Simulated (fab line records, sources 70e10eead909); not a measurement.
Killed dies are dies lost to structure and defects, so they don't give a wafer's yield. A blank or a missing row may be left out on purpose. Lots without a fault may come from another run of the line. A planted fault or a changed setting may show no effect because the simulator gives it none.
Chamber matching | flow nand_harc | NHARC_A_STAIRCASE_STRIP_476 on rie_diel-13: 4 sister chambers
The step strips in O2, time 20 s. 4 wafers are shown with their chamber, then 7 later ones without.

WAFERS WITH THEIR CHAMBER
wafer  | chamber | drypump_motor_current_A (A)
L974.1 | 1       | 5.0
L974.2 | 3       | 5.3
L975.1 | 0       | 5.6
L975.3 | 2       | 6.3

WAFERS WITHOUT THEIR CHAMBER
wafer  | drypump_motor_current_A (A)
L975.6 | 5.0
L985.2 | 5.6
L985.3 | 6.4
L985.4 | 6.3
L983.1 | 5.0
L983.3 | 6.3
L983.5 | 5.3

WHICH CHAMBER EACH WENT THROUGH
wafer  | from the rows above | in truth
L975.6 | 1                   | 1
L985.2 | 0                   | 0
L985.3 | 2                   | 2
L985.4 | 2                   | 2
L983.1 | 1                   | 1
L983.3 | 2                   | 2
L983.5 | 3                   | 3
Placed correctly: 7 of 7. Can't be placed from these rows: 0. Placed wrongly: 0.
How it was worked out, from the rows above alone: a wafer's distance from a chamber is the root of the sum, over the readings, of the square of ((its reading less the chamber's mean) divided by the reading's scatter). The wafer belongs to the nearest chamber; if the next one is less than 2 further off, it can't be placed. A chamber's mean is the mean of its shown wafers. The scatter: with one shown wafer a chamber, the root of the mean of the squares of how far each hidden wafer lies from its nearest shown one.
